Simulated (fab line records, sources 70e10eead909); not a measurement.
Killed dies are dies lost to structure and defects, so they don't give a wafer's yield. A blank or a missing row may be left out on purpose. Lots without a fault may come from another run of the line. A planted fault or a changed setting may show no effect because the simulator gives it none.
Chamber matching | flow nand_harc | NHARC_A_M1_PRE_CLEAN_32 on pecvd-04: 3 sister chambers
The step time 12 s. 3 wafers are shown with their chamber, then 12 later ones without.

WAFERS WITH THEIR CHAMBER
wafer  | chamber | heater_power_w (W)
L084.4 | 2       | 667
L084.3 | 1       | 664
L084.6 | 0       | 672

WAFERS WITHOUT THEIR CHAMBER
wafer  | heater_power_w (W)
L089.3 | 774
L089.4 | 712
L089.5 | 713
L087.2 | 733
L087.4 | 710
L087.5 | 661
L095.1 | 764
L095.3 | 732
L095.4 | 764
L095.2 | 684
L095.5 | 715
L095.6 | 681

WHICH CHAMBER EACH WENT THROUGH
wafer  | from the rows above          | in truth
L089.3 | can't be placed: 0 or 2 or 1 | 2
L089.4 | can't be placed: 0 or 2 or 1 | 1
L089.5 | can't be placed: 0 or 2 or 1 | 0
L087.2 | can't be placed: 0 or 2 or 1 | 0
L087.4 | can't be placed: 0 or 2 or 1 | 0
L087.5 | can't be placed: 1 or 2 or 0 | 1
L095.1 | can't be placed: 0 or 2 or 1 | 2
L095.3 | can't be placed: 0 or 2 or 1 | 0
L095.4 | can't be placed: 0 or 2 or 1 | 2
L095.2 | can't be placed: 0 or 2 or 1 | 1
L095.5 | can't be placed: 0 or 2 or 1 | 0
L095.6 | can't be placed: 0 or 2 or 1 | 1
Placed correctly: 0 of 12. Can't be placed from these rows: 12 (the true chamber is among the candidates in 12). Placed wrongly: 0.
How it was worked out, from the rows above alone: a wafer's distance from a chamber is the root of the sum, over the readings, of the square of ((its reading less the chamber's mean) divided by the reading's scatter). The wafer belongs to the nearest chamber; if the next one is less than 2 further off, it can't be placed. A chamber's mean is the mean of its shown wafers. The scatter: with one shown wafer a chamber, the root of the mean of the squares of how far each hidden wafer lies from its nearest shown one.
